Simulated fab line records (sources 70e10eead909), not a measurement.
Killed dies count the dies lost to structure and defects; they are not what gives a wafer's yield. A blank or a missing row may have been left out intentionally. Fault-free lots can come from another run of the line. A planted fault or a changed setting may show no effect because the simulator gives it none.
What tool caused it? | flow nand harc | 13 lots, 39 wafers sampled, at 5 steps of a route of 1302

## WHAT THE GAUGES SHOWED, per wafer
NHARC_P_M0_CD_MEAS_09: target cd 90 nm. Usual: cd nm at 89.7 nm, with a standard deviation of 0.5.
lot  | measured     | on        | cd nm (nm)     | flag
L647 | day 6 01:16  | cd sem-02 | 89.6 89.1 89.5 |
L648 | day 6 08:38  | cd sem-03 | 89.4 90.4 90.1 |
L650 | day 7 02:29  | cd sem-03 | 89.0 89.0 89.2 |
L652 | day 8 00:20  | cd sem-03 | 90.2 90.1 89.6 |
L653 | day 8 16:50  | cd sem-01 | 90.5 90.1 90.4 |
L654 | day 9 00:40  | cd sem-02 | 89.5 89.7 89.4 |
L659 | day 10 19:55 | cd sem-03 | 90.6 89.7 90.3 |
L660 | day 11 08:26 | cd sem-02 | 90.1 90.1 90.0 |
L661 | day 12 10:11 | cd sem-01 | 89.8 89.8 89.0 |
L662 | day 12 10:44 | cd sem-01 | 89.8 89.2 90.4 |
L667 | day 14 06:24 | cd sem-01 | 89.5 89.9 89.6 |
L669 | day 15 02:55 | cd sem-03 | 89.9 90.2 90.9 |
L670 | day 15 10:26 | cd sem-02 | 89.1 89.4 90.0 |

NHARC_P_M0_INSPECT_27. Usual: raw defect count at 295, with a standard deviation of 120.
lot  | measured     | on                | raw defect count | flag
L647 | day 6 03:58  | defect inspect-01 | 260 417 366      |
L648 | day 6 11:18  | defect inspect-01 | 183 279 447      |
L650 | day 7 05:53  | defect inspect-01 | 261 284 462      |
L652 | day 8 03:02  | defect inspect-02 | 319 467 482      |
L653 | day 8 19:34  | defect inspect-01 | 342 186 146      |
L654 | day 9 03:19  | defect inspect-01 | 317 356 542      |
L659 | day 10 22:42 | defect inspect-02 | 169 207 183      |
L660 | day 11 11:05 | defect inspect-01 | 334 343 373      |
L661 | day 12 12:53 | defect inspect-02 | 209 280 282      |
L662 | day 12 13:28 | defect inspect-01 | 226 169 179      |
L667 | day 14 09:08 | defect inspect-01 | 193 296 360      |
L669 | day 15 05:37 | defect inspect-01 | 180 256 248      |
L670 | day 15 13:08 | defect inspect-01 | 244 220 239      |

NHARC_END_SORT_01. Usual: value, then standard deviation, for each; defect limited yield 90.2 % / 2.3; killed at array 62 / 15; killed at other 0.8 / 1; killed at periphery 3.7 / 2.6; killed dies 66 / 15; killed open 3.1 / 1.8; killed short 2.6 / 1.7.
lot  | measured     | on        | defect limited yield (%) | killed at array | killed at other | killed at periphery | killed dies | killed open | killed short | flag
L659 | day 29 02:34 | prober-01 | 0 0 0                    | 47 41 50        | 2 1 1           | 628 635 626         | 677 677 677 | 5 2 1       | 3 2 5        | OFF
L660 | day 29 03:23 | prober-02 | 0 0 0                    | 78 88 96        | 0 0 0           | 599 589 581         | 677 677 677 | 5 2 2       | 1 1 2        | OFF
L661 | day 31 13:26 | prober-01 | 0 0 0                    | 71 70 60        | 1 0 0           | 605 607 617         | 677 677 677 | 3 1 5       | 4 3 2        | OFF

## TOOL THAT RAN EACH LOT (tool first, then ch and the chambers of the sampled wafers, then the start)
lot  | NHARC_P_M0_DESCUM_14               | NHARC_P_M1_DEP_00
L647 | rie diel-01 ch 1,3, day 6 01:28    | pecvd-01 ch 0,1,2, day 6 04:37
L648 | rie diel-01 ch 1,2,3, day 6 08:50  | pecvd-04 ch 0,1, day 6 11:50
L650 | rie diel-11 ch 0,3, day 7 02:41    | pecvd-03 ch 0,1,2, day 7 06:28
L652 | rie diel-01 ch 0,1,3, day 8 00:33  | pecvd-03 ch 0,1,2, day 8 03:38
L653 | rie diel-11 ch 1,2,3, day 8 17:02  | pecvd-01 ch 0,1,2, day 8 20:16
L654 | rie diel-01 ch 0,2,3, day 9 00:51  | pecvd-04 ch 0,1,2, day 9 03:52
L659 | rie diel-01 ch 0,3, day 10 20:07   | pecvd-04 ch 1,2, day 10 23:14
L660 | rie diel-05 ch 1,2,3, day 11 08:38 | pecvd-03 ch 0,2, day 11 11:40
L661 | rie diel-05 ch 0,2,3, day 12 10:23 | pecvd-01 ch 1,2, day 12 13:26
L662 | rie diel-05 ch 1,3, day 12 10:55   | pecvd-01 ch 0,1,2, day 12 14:32
L667 | rie diel-11 ch 1,3, day 14 06:35   | pecvd-04 ch 0,1, day 14 09:41
L669 | rie diel-01 ch 0,3, day 15 03:07   | pecvd-04 ch 0,1, day 15 06:14
L670 | rie diel-01 ch 0,1,3, day 15 10:39 | pecvd-01 ch 0,1,2, day 15 13:41
- NHARC_P_M0_DESCUM_14: chemistry O2, time 3 s.
- NHARC_P_M1_DEP_00: deposits SiOC, target thk 182.5 nm.

## WHAT THE TOOLS THEMSELVES READ (means of the sampled wafers that have a number; where no wafer has one, the mark that the record gives instead)
NHARC_P_M0_DESCUM_14. Usual: drypump motor current A 5.7 A, standard deviation 0.58; oes product au 1.000 a.u., standard deviation 0.0086; rf vpp V 57.5 V, standard deviation 0.85; showerhead plenum p Torr 1.85 Torr, standard deviation 0.067; throttle valve pct 11.311 %, standard deviation 0.0089.
lot  | tool        | drypump motor current A (A) | oes product au (a.u.) | rf vpp V (V) | showerhead plenum p Torr (Torr) | throttle valve pct (%) | flag
L647 | rie diel-01 | 5.4                         | 1.008                 | 56.6         | 1.79                            | 11.310                 |
L648 | rie diel-01 | 5.4                         | 1.004                 | 57.5         | 1.85                            | 11.314                 |
L650 | rie diel-11 | 6.0                         | 1.001                 | 57.6         | 1.86                            | 11.304                 |
L652 | rie diel-01 | 5.7                         | 1.003                 | 57.5         | 1.81                            | 11.315                 |
L653 | rie diel-11 | 5.6                         | 1.001                 | 57.3         | 1.82                            | 11.313                 |
L654 | rie diel-01 | 5.8                         | 1.000                 | 56.9         | 1.87                            | 11.318                 |
L659 | rie diel-01 | 6.2                         | 1.001                 | 57.8         | 1.83                            | 11.320                 |
L660 | rie diel-05 | 5.7                         | 0.992                 | 57.4         | 1.87                            | 11.318                 |
L661 | rie diel-05 | 6.2                         | 0.993                 | 56.9         | 1.86                            | 11.316                 |
L662 | rie diel-05 | 5.6                         | 0.997                 | 58.2         | 1.82                            | 11.310                 |
L667 | rie diel-11 | 5.7                         | 0.996                 | 57.5         | 1.93                            | 11.312                 |
L669 | rie diel-01 | 6.2                         | 1.005                 | 57.5         | 1.83                            | 11.322                 |
L670 | rie diel-01 | 5.8                         | 1.005                 | 57.3         | 1.80                            | 11.311                 |

NHARC_P_M1_DEP_00. Usual: chamber pressure Torr 5.000 Torr, standard deviation 0.011; rf fwd power W 599.0 W, standard deviation 1.6.
lot  | tool     | chamber pressure Torr (Torr) | rf fwd power W (W) | flag
L647 | pecvd-01 | 5.001                        | 597.4              |
L648 | pecvd-04 | 4.995                        | 597.1              |
L650 | pecvd-03 | 5.000                        | 598.7              |
L652 | pecvd-03 | 4.999                        | 599.6              |
L653 | pecvd-01 | 4.994                        | 599.5              |
L654 | pecvd-04 | 4.991                        | 598.3              |
L659 | pecvd-04 | -                            | -                  | OFF
L660 | pecvd-03 | -                            | -                  | OFF
L661 | pecvd-01 | -                            | -                  | OFF
L662 | pecvd-01 | 4.995                        | 598.4              |
L667 | pecvd-04 | 4.995                        | 598.9              |
L669 | pecvd-04 | 4.998                        | 598.5              |
L670 | pecvd-01 | 5.000                        | 597.9              |

## THE ANSWER, worked out from the rows above alone
Rule: a lot counts as off when the mean over its wafers that have a number is more than 3 standard deviations away from the usual mean. Also off: a lot with no number at a reading for which 4 or more lots have one. Any other lot the step has rows for is counted as sound. The gauges are gone through in route order, then the tools' own readings, and for those a lot's mean is taken as printed above. The first step at which some lot is off is used, and at that step the reading that is off furthest; a lot without a number counts as furthest.
Off: L659, L660, L661 (NHARC_END_SORT_01, killed at periphery). Neither off nor sound, because the step has no rows for them: L647, L648, L650, L652, L653, L654, L662, L667, L669, L670.
A tool fits if, at a process step before that reading, it ran every lot that is off, and no sound lot after the first of them. The gauges at NHARC_END_SORT_01 aren't tried: what is off there is off at NHARC_P_M1_DEP_00 too, on other tools, and a gauge's error can't cause that. Of those tried, none fits.

## WHAT HAD BEEN PUT IN BY THE SIMULATOR
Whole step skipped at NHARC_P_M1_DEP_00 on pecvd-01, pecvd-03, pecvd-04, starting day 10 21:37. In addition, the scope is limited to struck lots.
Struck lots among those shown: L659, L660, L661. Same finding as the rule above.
